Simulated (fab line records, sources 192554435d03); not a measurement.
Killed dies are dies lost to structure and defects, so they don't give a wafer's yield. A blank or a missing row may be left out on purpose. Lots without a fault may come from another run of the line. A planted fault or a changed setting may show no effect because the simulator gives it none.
Chamber matching | flow n5_finfet | N5_BEOL_M2_STRIP_66 on rie_diel-06: 4 sister chambers
The step strips in CF4. 4 wafers are shown with their chamber, then 8 later ones without.

WAFERS WITH THEIR CHAMBER
wafer  | chamber | drypump_motor_current_A (A)
L086.2 | 1       | 5.5
L086.4 | 0       | 4.8
L087.3 | 2       | 6.4
L090.3 | 3       | 5.6

WAFERS WITHOUT THEIR CHAMBER
wafer  | drypump_motor_current_A (A)
L090.4 | 5.6
L090.6 | 4.8
L093.1 | 5.7
L093.2 | 6.4
L093.6 | 6.4
L096.1 | 5.7
L096.2 | 5.5
L096.5 | 5.6

WHICH CHAMBER EACH WENT THROUGH
wafer  | from the rows above     | in truth
L090.4 | can't be placed: 3 or 1 | 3
L090.6 | 0                       | 0
L093.1 | can't be placed: 3 or 1 | 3
L093.2 | 2                       | 2
L093.6 | 2                       | 2
L096.1 | can't be placed: 3 or 1 | 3
L096.2 | can't be placed: 1 or 3 | 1
L096.5 | can't be placed: 3 or 1 | 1
Placed correctly: 3 of 8. Can't be placed from these rows: 5 (the true chamber is among the candidates in 5). Placed wrongly: 0.
How it was worked out, from the rows above alone: a wafer's distance from a chamber is the root of the sum, over the readings, of the square of ((its reading less the chamber's mean) divided by the reading's scatter). The wafer belongs to the nearest chamber; if the next one is less than 2 further off, it can't be placed. A chamber's mean is the mean of its shown wafers. The scatter: with one shown wafer a chamber, the root of the mean of the squares of how far each hidden wafer lies from its nearest shown one.
